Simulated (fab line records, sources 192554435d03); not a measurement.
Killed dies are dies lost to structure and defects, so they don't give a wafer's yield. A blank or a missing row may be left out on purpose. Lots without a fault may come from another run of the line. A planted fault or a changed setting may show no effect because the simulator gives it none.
fab line records | flow n5_finfet
record lots=9 wafers=27 last_day=19
route steps=1938 shown BEOL_M4@1111 BEOL_M13@1709 BEOL_M14@1727 PASSIVATION@1936
lots that met no fault: from a run of the same line without faults
start_h: hours from the record's first day to the start of the lot's first wafer shown | wait_h: hours since the lot's step before | " the same as in the row above | L1.1+2: a row that stands for several wafers | - no value, or no start given | * or withheld: withheld | < > ~ a bound
route shown NAME@n: a module of which the file shows steps, and the number in the route of the first | usual: mean/standard deviation of fault-free wafers | same: alike in all rows | chamber/n: place in a boat | sites: the reading at each site | _std_site: their standard deviation | _edge_site: outer sites' mean less inner sites' | radius_mm: how far each site lies from the wafer's centre | mask NAME#n: copy n | behind: the tool/chamber that last shaped the wafer | hold: why the lot was held/for how many hours/how that ended | device: the transistor (n, p or np) that didn't switch | end of line: the same wafers' tests at the end of the route | a step without rows: its recipe alone | killed: dies lost to structure and defects at the first sort, not the wafer's yield | map: a wafer's dies, x killed, . not, _ none there
set.NAME: the setting as run; set.NAME@STEP: as run at that earlier step | model.NAME: the simulator's own value behind a step, which no gauge read
steps of the route over a sample of lots; a table a step, a row a wafer
services: from which hour (start_h, from the record's first day; less than 0 if before it) a tool's chamber was out of use, for how many hours, and why
## steps
# step N5_BEOL_M4_RC_MEAS_101
# usual DIBL_N=35.8/1.7 DIBL_P=35.3/2 IOFF_N=0.150/0.026 IOFF_P=0.194/0.029 ION_N=667/11 ION_P=456/7.1 SS_N=71.4/0.65 SS_P=73.1/0.64 VT_N=251/3 VT_P=-252/3.2
# columns lot.wafer tool chamber start_h wait_h DIBL_N[mV/V] DIBL_P[mV/V] IOFF_N[nA/um] IOFF_P[nA/um] ION_N[uA/um] ION_P[uA/um] SS_N[mV/dec] SS_P[mV/dec] VT_N[mV] VT_P[mV]
L577.1 prober-01 0 209.88 0.0 36.5 36.8 0.156 0.193 678 461 72.2 73.0 253 -252
L577.3 " 0 " " 32.5 32.0 0.103 0.136 649 447 70.9 71.8 258 -258
L577.6 " 0 " " 35.6 36.5 0.150 0.190 675 466 71.2 74.1 250 -254
L583.1 prober-02 0 260.43 0.0 34.8 34.4 0.118 0.165 659 450 70.4 72.9 254 -255
L583.4 " 0 " " 35.6 35.2 0.126 0.167 649 448 71.1 72.2 254 -256
L583.6 " 0 " " 34.6 33.4 0.110 0.152 638 445 70.9 72.4 257 -259
L585.3 prober-01 0 273.25 0.3 36.8 35.8 0.160 0.220 670 466 71.6 73.3 251 -246
L585.4 " 0 " " 36.0 34.6 0.148 0.216 672 463 71.1 73.3 250 -245
L585.6 " 0 " " 36.3 36.0 0.154 0.232 666 463 71.7 73.3 250 -246
L588.2 prober-02 0 286.73 0.2 37.4 38.0 0.163 0.246 681 466 70.8 73.6 250 -247
L588.3 " 0 " " 32.9 32.1 0.104 0.162 668 461 70.4 72.0 254 -252
L588.4 " 0 " " 36.3 35.2 0.139 0.201 664 467 70.6 72.2 253 -251
L590.1 prober-01 0 286.95 0.0 35.4 34.1 0.146 0.177 670 454 71.3 72.7 251 -253
L590.2 " 0 " " 36.5 35.8 0.153 0.193 656 447 72.2 72.5 251 -252
L590.5 " 0 " " 36.5 34.9 0.155 0.184 661 453 71.7 73.5 251 -252
L595.1 prober-02 0 327.20 0.0 36.4 34.8 0.156 0.168 648 436 72.4 73.4 254 -253
L595.2 " 0 " " 35.6 34.5 0.137 0.160 665 450 71.5 73.4 251 -254
L595.6 " 0 " " 38.0 37.2 0.190 0.194 679 455 72.3 74.3 248 -253
L597.1 prober-01 0 338.72 0.0 33.6 33.6 0.139 0.173 664 454 70.7 72.6 250 -253
L597.2 " 0 " " 33.7 32.3 0.123 0.147 652 452 70.9 71.9 254 -257
L597.5 " 0 " " 33.3 32.0 0.122 0.149 652 445 70.9 72.5 251 -256
L599.2 prober-02 0 347.74 0.2 37.6 35.2 0.177 0.217 680 463 71.3 73.9 248 -248
L599.4 " 0 " " 36.5 35.3 0.159 0.212 669 461 70.4 72.7 250 -250
L599.5 " 0 " " 36.8 36.0 0.167 0.225 679 464 71.2 73.7 250 -252
L600.2 prober-02 0 349.58 0.2 36.4 37.8 0.167 0.192 676 457 71.4 73.8 247 -252
L600.3 " 0 " " 32.1 30.6 0.103 0.114 649 443 70.6 71.6 255 -260
L600.6 " 0 " " 38.1 38.0 0.195 0.186 674 452 72.7 73.5 247 -255
# step N5_BEOL_M13_ANNEAL_48
# recipe temp_c=225 time_s=90 ambient=N2
# usual anneal_temp_c_max=225.78/0.27 wafer_temp_C_max=226.00/0.26
# columns lot.wafer tool chamber start_h wait_h anneal_temp_c_max wafer_temp_C_max
L577.1 rtp_anneal-02 0 283.96 0.3 225.94 225.75
L577.3 " 0 " " 225.94 225.86
L577.6 " 0 " " 226.50 225.69
L583.1 rtp_anneal-01 0 333.55 0.4 225.54 226.09
L583.4 " 0 " " 225.26 226.18
L583.6 " 0 " " 225.42 226.09
L585.3 rtp_anneal-02 0 349.94 0.2 225.95 225.83
L585.4 " 0 " " 226.16 225.91
L585.6 " 0 " " 226.05 225.79
L590.1 rtp_anneal-01 0 363.44 0.1 225.57 225.74
L590.2 " 0 " " 225.27 225.92
L590.5 " 0 " " 225.51 226.01
L588.2 rtp_anneal-01 0 370.82 0.3 225.81 226.20
L588.3 " 0 " " 225.69 226.44
L588.4 " 0 " " 225.38 226.21
L595.1 rtp_anneal-01 0 409.57 0.3 225.72 225.99
L595.2 " 0 " " 225.45 225.91
L595.6 " 0 " " 225.80 225.90
L597.1 rtp_anneal-02 0 430.91 0.1 226.18 225.93
L597.2 " 0 " " 225.96 225.80
L597.5 " 0 " " 225.91 225.54
L599.2 rtp_anneal-01 0 432.53 0.8 225.51 226.25
L599.4 " 0 " " 225.49 226.13
L599.5 " 0 " " 225.37 225.83
L600.2 rtp_anneal-02 0 436.40 0.2 225.81 225.95
L600.3 " 0 " " 225.47 226.27
L600.6 " 0 " " 225.46 225.71
# step N5_BEOL_M14_OVL_MEAS_11
# recipe points_per_wafer=44
# usual V13_OVL=0/4.7
# columns lot.wafer tool chamber start_h wait_h V13_OVL[nm]
L577.1 overlay-02 0 285.27 0.0 -7
L577.3 " 0 " " 2
L577.6 " 0 " " -3
L583.1 overlay-01 0 335.06 0.0 -3
L583.4 " 0 " " -8
L583.6 " 0 " " -6
L585.3 overlay-02 0 351.23 0.0 2
L585.4 " 0 " " -3
L585.6 " 0 " " 5
L590.1 overlay-01 0 364.98 0.0 6
L590.2 " 0 " " 2
L590.5 " 0 " " 6
L588.2 overlay-02 0 372.09 0.0 0
L588.3 " 0 " " 2
L588.4 " 0 " " 1
L595.1 overlay-01 0 410.96 0.0 3
L595.2 " 0 " " -1
L595.6 " 0 " " 7
L597.1 overlay-01 0 432.34 0.0 1
L597.2 " 0 " " 6
L597.5 " 0 " " 4
L599.2 overlay-01 0 433.82 0.0 -1
L599.4 " 0 " " 0
L599.5 " 0 " " 5
L600.2 overlay-02 0 437.80 0.0 -3
L600.3 " 0 " " 4
L600.6 " 0 " " 3
# step N5_BEOL_M14_ETCH_67
# recipe chemistry=CF4 target=SiARC target_depth_a=1430 time_s=238.3 ion_energy_ev=80 pressure_mtorr=40 source_w=545 bias_w=36 Ar_flow_sccm=100 cf4_flow_sccm=100 ends=cleared
# usual bias_w=36.00/0.085 cf4_flow_sccm=100.0/0.31 drypump_motor_current_A=5.8/0.5 etch_rf_on_time_s=242/3.9 oes_product_au=0.69/0.072 rf_vpp_V=184.2/1.4 showerhead_plenum_p_Torr=2.15/0.083 throttle_valve_pct=15.5/0.33
# columns lot.wafer tool chamber start_h wait_h bias_w cf4_flow_sccm drypump_motor_current_A etch_rf_on_time_s oes_product_au rf_hours_counter_h rf_vpp_V showerhead_plenum_p_Torr throttle_valve_pct
L577.1 rie_diel-01 2 286.21 0.0 36.11 100.4 6.6 243 0.62 188 182.6 2.05 16.1
L577.3 " 0 " " 36.03 100.2 6.4 247 0.58 233 184.8 2.21 16.0
L577.6 " 0 " " 36.11 99.5 6.4 246 0.59 - 184.7 2.21 16.0
L583.1 rie_diel-04 3 336.36 0.0 36.06 99.6 5.2 243 0.74 34 186.0 2.26 15.1
L583.4 " 1 " " 35.82 100.2 6.4 248 0.69 69 184.6 2.16 15.3
L583.6 " 0 " " 36.00 99.6 6.0 245 0.60 - 185.3 2.13 16.1
L585.3 rie_diel-03 3 352.32 0.0 35.91 100.2 6.5 241 0.79 9 183.8 2.18 15.2
L585.4 " 1 " " 35.73 99.4 5.2 244 0.73 54 184.8 2.17 15.2
L585.6 " 1 " " 35.84 99.9 5.2 246 0.72 - 184.1 2.17 15.2
L590.1 rie_diel-03 0 366.26 0.2 - - - - - - - - -
L590.2 " 2 " " - - - - - - - - -
L590.5 " 1 " " - - - - - - - - -
L588.2 rie_diel-03 1 373.03 0.0 - - - - - - - - -
L588.3 " 0 " " - - - - - - - - -
L588.4 " 2 " " - - - - - - - - -
L595.1 rie_diel-04 3 412.14 0.0 36.04 99.8 5.2 244 0.70 61 186.0 2.25 15.2
L595.2 " 2 " " 36.07 99.9 5.6 238 0.78 17 186.3 2.28 15.6
L595.6 " 1 " " 35.95 99.8 6.4 248 0.67 - 185.1 2.15 15.4
L597.1 rie_diel-03 3 433.41 0.0 36.04 100.3 6.5 239 0.74 38 184.8 2.18 15.2
L597.2 " 1 " " 36.02 99.8 5.2 242 0.70 83 183.8 2.16 15.3
L597.5 " 1 " " 35.95 99.5 5.2 241 0.70 - 184.8 2.16 15.3
L599.2 rie_diel-03 3 434.99 0.0 36.03 100.0 6.5 241 0.74 39 183.3 2.18 15.3
L599.4 " 2 " " 35.98 100.9 5.3 245 0.59 219 182.6 2.03 15.5
L599.5 " 3 " " 36.15 99.9 6.5 241 0.74 - 183.0 2.17 15.3
L600.2 rie_diel-03 0 438.89 0.0 36.07 100.5 5.7 241 0.72 60 187.0 2.26 15.3
L600.3 " 2 " " 35.95 100.1 5.3 245 0.59 221 184.4 2.03 15.5
L600.6 " 2 " " 35.96 99.9 5.3 244 0.59 - 182.7 2.03 15.5
# step N5_BEOL_M14_OCD_MEAS_35
# usual trench_depth_nm=548/8.4
# columns lot.wafer tool chamber start_h wait_h trench_depth_nm
L577.1 ocd-02 - 286.79 0.0 544
L577.3 " - " " 541
L577.6 " - " " 538
L583.1 ocd-02 - 336.93 0.0 549
L583.4 " - " " 540
L583.6 " - " " 540
L585.3 ocd-01 - 352.90 0.0 548
L585.4 " - " " 546
L585.6 " - " " 544
L590.1 ocd-02 - 366.83 0.0 -
L590.2 " - " " -
L590.5 " - " " -
L588.2 ocd-01 - 373.61 0.0 -
L588.3 " - " " -
L588.4 " - " " -
L595.1 ocd-01 - 412.72 0.0 545
L595.2 " - " " 556
L595.6 " - " " 539
L597.1 ocd-01 - 433.98 0.0 552
L597.2 " - " " 547
L597.5 " - " " 549
L599.2 ocd-01 - 435.57 0.0 551
L599.4 " - " " 548
L599.5 " - " " 557
L600.2 ocd-02 - 439.47 0.0 551
L600.3 " - " " 543
L600.6 " - " " 546
# step N5_BEOL_M14_PRE_CLEAN_42
# recipe gas=H2/He time_s=30 temp_c=300
# usual heater_power_w=433/50
# columns lot.wafer tool chamber start_h wait_h heater_power_w
L577.1 pvd_sputter-02 - 287.55 0.0 450
L577.3 " - " " 396
L577.6 " - " " 388
L583.1 pvd_sputter-03 - 340.41 0.0 386
L583.4 " - " " 366
L583.6 " - " " 481
L585.3 pvd_sputter-01 - 357.68 0.0 417
L585.4 " - " " 486
L585.6 " - " " 495
L590.1 pvd_sputter-01 - 369.88 0.0 485
L590.2 " - " " 396
L590.5 " - " " 480
L588.2 pvd_sputter-03 - 375.89 0.0 477
L588.3 " - " " 372
L588.4 " - " " 387
L595.1 pvd_sputter-01 - 413.85 0.0 431
L595.2 " - " " 493
L595.6 " - " " 497
L597.1 pvd_sputter-03 - 434.91 0.0 489
L597.2 " - " " 383
L597.5 " - " " 396
L599.2 pvd_sputter-03 - 438.57 0.0 396
L599.4 " - " " 386
L599.5 " - " " 374
L600.2 pvd_sputter-03 - 440.75 0.0 387
L600.3 " - " " 488
L600.6 " - " " 368
# step N5_PASSIVATION_PROBE_49
# usual defect_limited_yield=91.5/1.4 killed_at_M0_to_M3=34/11 killed_at_M4_up=15/6 killed_at_contacts=11/5.9 killed_at_front_end=37/11 killed_at_other=3.6/2.9 killed_dies=101/17 killed_on_rim=13/4 killed_open=66/12 killed_short=33/7.8 sort_bin_5_function=5.0/0.97 sort_bin_6_memory=3.2/0.65 sort_bin_8_speed=0.02/0.2 sort_n_pass=1079/17 sort_yield_pct=91.4/1.4
# same gross_dies=1180 killed_at_back_side=0 sort_bin_4_leakage[%]=0
# columns lot.wafer tool chamber start_h wait_h defect_limited_yield[%] killed_at_M0_to_M3 killed_at_M4_up killed_at_contacts killed_at_front_end killed_at_other killed_dies killed_on_rim killed_open killed_short sort_bin_5_function[%] sort_bin_6_memory[%] sort_bin_8_speed[%] sort_n_pass sort_yield_pct[%]
L590.1 prober-01 - 392.37 0.0 0 44 1092 8 36 0 1180 152 63 37 96.8 3.0 0 0 0
L590.2 prober-01 - 392.42 0.1 0 17 1109 9 40 5 1180 152 55 32 97.1 2.7 0 0 0
L590.5 prober-01 - 392.57 0.2 0 43 1095 7 31 4 1180 152 69 32 96.6 2.9 0 0 0
L588.2 prober-02 - 401.85 0.1 0 42 1094 12 31 1 1180 152 69 32 95.8 4.0 0 0 0
L588.3 prober-02 - 401.90 0.1 0 17 1120 6 37 0 1180 152 48 24 98.1 1.5 0 0 0
L588.4 prober-02 - 401.95 0.2 0 19 1126 5 25 5 1180 152 42 25 98.1 1.6 0 0 0
# killed by level:class
L590.1 BEOL_M14:area_etch=1079 BEOL_M0_SAQP:geometric_particle:short=19 STI_FIN_REVEAL:geometric_particle:open=10 BEOL_M0_SAQP:geometric_particle:open=9 BEOL_M1:geometric_particle:open=7 BEOL_M4:geometric_particle:open=7 DUMMY_GATE:geometric_particle:open=6 FIN_SAQP:geometric_particle:open=5
L590.2 BEOL_M14:area_etch=1093 STI_FIN_REVEAL:geometric_particle:open=8 BEOL_M4:geometric_particle:open=8 GATE_CUT:geometric_particle:short=7 MOL_CONTACT_COAG:geometric_particle:open=7 FIN_SAQP:geometric_particle:open=6 DUMMY_GATE:geometric_particle:open=4 GATE_CUT:geometric_particle:open=4
L590.5 BEOL_M14:area_etch=1077 BEOL_M4:geometric_particle:open=13 BEOL_M0_SAQP:geometric_particle:short=10 BEOL_M3:geometric_particle:open=10 BEOL_M2:geometric_particle:open=9 STI_FIN_REVEAL:geometric_particle:open=8 MOL_CONTACT_COAG:geometric_particle:open=6 BEOL_M0_SAQP:geometric_particle:open=6
L588.2 BEOL_M14:area_etch=1079 MOL_CONTACT_COAG:geometric_particle:open=12 BEOL_M2:geometric_particle:open=9 BEOL_M0_SAQP:geometric_particle:short=8 GATE_CUT:geometric_particle:open=6 BEOL_M3:geometric_particle:open=6 FIN_SAQP:geometric_particle:open=5 BEOL_M2:geometric_particle:short=5
L588.3 BEOL_M14:area_etch=1108 STI_FIN_REVEAL:geometric_particle:open=7 BEOL_M4:geometric_particle:open=7 BEOL_M3:geometric_particle:open=7 GATE_CUT:geometric_particle:short=5 GATE_CUT:geometric_particle:open=5 ILD0:geometric_particle:open=4 MOL_CONTACT_COAG:geometric_particle:open=4
L588.4 BEOL_M14:area_etch=1113 BEOL_M4:geometric_particle:open=6 GATE_CUT:geometric_particle:open=5 BEOL_M0_SAQP:geometric_particle:short=5 MOL_CONTACT_COAG:geometric_particle:open=4 BEOL_M3:geometric_particle:open=4 FIN_SAQP:geometric_particle:short=3 STI_FIN_REVEAL:geometric_particle:open=3
## services
# columns tool chamber start_h hours kind
rie_diel-04 2 296.24 7.2 repair
rie_diel-03 3 303.59 - clean
rie_diel-03 3 303.59 - consumable_replace:focus_ring
rie_diel-03 3 303.59 24.1 scheduled_down
rie_diel-03 3 303.59 24.1 vent_cycle
rie_diel-01 0 335.79 - clean
rie_diel-01 0 335.79 - consumable_replace:focus_ring
rie_diel-03 0 346.69 3.6 repair
rie_diel-04 2 349.27 - clean
rie_diel-04 2 349.27 - consumable_replace:focus_ring
rie_diel-04 2 349.27 - consumable_replace:showerhead
rie_diel-04 2 349.27 16.0 scheduled_down
rie_diel-04 2 349.27 16.0 vent_cycle
rie_diel-03 3 355.22 1.7 repair
rie_diel-03 0 357.58 3.6 repair
rie_diel-04 0 357.66 5.9 repair
rie_diel-03 - 374.21 0.7 repair
pvd_sputter-02 - 382.94 2.5 repair
## key
first_sign step=N5_BEOL_M14_ETCH_67 reading=tool_record direction=missing
effect step=N5_BEOL_M14_OCD_MEAS_35 reading=trench_depth_nm direction=missing
effect step=N5_PASSIVATION_PROBE_49 reading=killed_at_M4_up direction=up sigmas=99+ usual=15 struck=1106
more_kills_born_at N5_BEOL_M14_ETCH_67@rie_diel-03=6549
met_at N5_BEOL_M14_ETCH_67
struck_lots L588,L590
later_rows_left_out L588.2,L588.3,L588.4,L590.1,L590.2,L590.5
not_acting_at N5_BEOL_M13_ANNEAL_48,N5_BEOL_M14_OVL_MEAS_11,N5_BEOL_M14_PRE_CLEAN_42
onset_between 352.32 366.26
earlier_fault kind=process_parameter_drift tool=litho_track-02 chamber=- onset_h=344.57 steps=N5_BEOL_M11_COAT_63 channel=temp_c offset=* shape=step acts_in=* stated=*
earlier_fault kind=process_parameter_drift tool=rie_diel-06 chamber=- onset_h=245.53 steps=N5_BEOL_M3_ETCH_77 channel=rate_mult offset=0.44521 shape=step
fault kind=skipped_step_whole tool=rie_diel-03 chamber=- onset_h=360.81 steps=N5_BEOL_M14_ETCH_67 scope=struck_lots_only
# later_rows_left_out: the simulator's readings of these wafers behind a module that went badly wrong aren't trusted and aren't shown, but for the sort
